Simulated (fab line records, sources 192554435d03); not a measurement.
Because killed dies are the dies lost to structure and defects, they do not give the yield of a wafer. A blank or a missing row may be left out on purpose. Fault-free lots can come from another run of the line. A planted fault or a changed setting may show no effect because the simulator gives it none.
Matching of chambers + flow n5_finfet + rie_diel-01 running N5_BEOL_M12_TRENCH_ETCH_34: 4 sister chambers
The step etches SiOC in C4F8/O2/Ar, target depth 318.95 nm, time 125.5 s. 7 wafers are shown with their chamber, then 7 later ones without.

== WAFERS WITH THEIR CHAMBER ==
| wafer  | chamber | drypump_motor_current_A (A) | throttle_valve_pct (%) |
|--------|---------|-----------------------------|------------------------|
| L492.4 | 0       | 5.74                        | 23.77                  |
| L492.6 | 1       | 5.48                        | 24.34                  |
| L504.1 | 1       | 5.50                        | 24.38                  |
| L504.2 | 3       | 5.50                        | 24.01                  |
| L504.4 | 0       | 5.73                        | 23.79                  |
| L505.2 | 2       | 5.69                        | 24.24                  |
| L505.4 | 3       | 5.50                        | 24.02                  |

== WAFERS WITHOUT THEIR CHAMBER ==
| wafer  | drypump_motor_current_A (A) | throttle_valve_pct (%) |
|--------|-----------------------------|------------------------|
| L505.5 | 5.47                        | 24.38                  |
| L506.2 | 5.73                        | 23.80                  |
| L506.4 | 5.66                        | 24.24                  |
| L506.6 | 5.68                        | 24.26                  |
| L508.1 | 5.48                        | 24.39                  |
| L508.3 | 5.49                        | 24.04                  |
| L508.6 | 5.49                        | 24.39                  |

== THE CHAMBER EACH PASSED THROUGH ==
| wafer  | from the rows above | in truth |
|--------|---------------------|----------|
| L505.5 | 1                   | 1        |
| L506.2 | 0                   | 0        |
| L506.4 | 2                   | 2        |
| L506.6 | 2                   | 2        |
| L508.1 | 1                   | 1        |
| L508.3 | 3                   | 3        |
| L508.6 | 1                   | 1        |
Correct placement for 7 of the 7. Left unplaced by these rows: 0. Number placed wrongly: 0.
How it was worked out, from the rows above alone: a wafer's distance from a chamber is the root of the sum, over the readings, of the square of ((its reading less the chamber's mean) divided by the reading's scatter). If the next closest chamber is less than 2 further off than the closest, the wafer can't be placed; otherwise it belongs to the closest. Each chamber's mean is taken over the wafers shown for it. How the scatter is found: for the shown wafers, subtract from each reading the mean of its chamber, square and add these, divide the total by (wafers less chambers), then take the root.
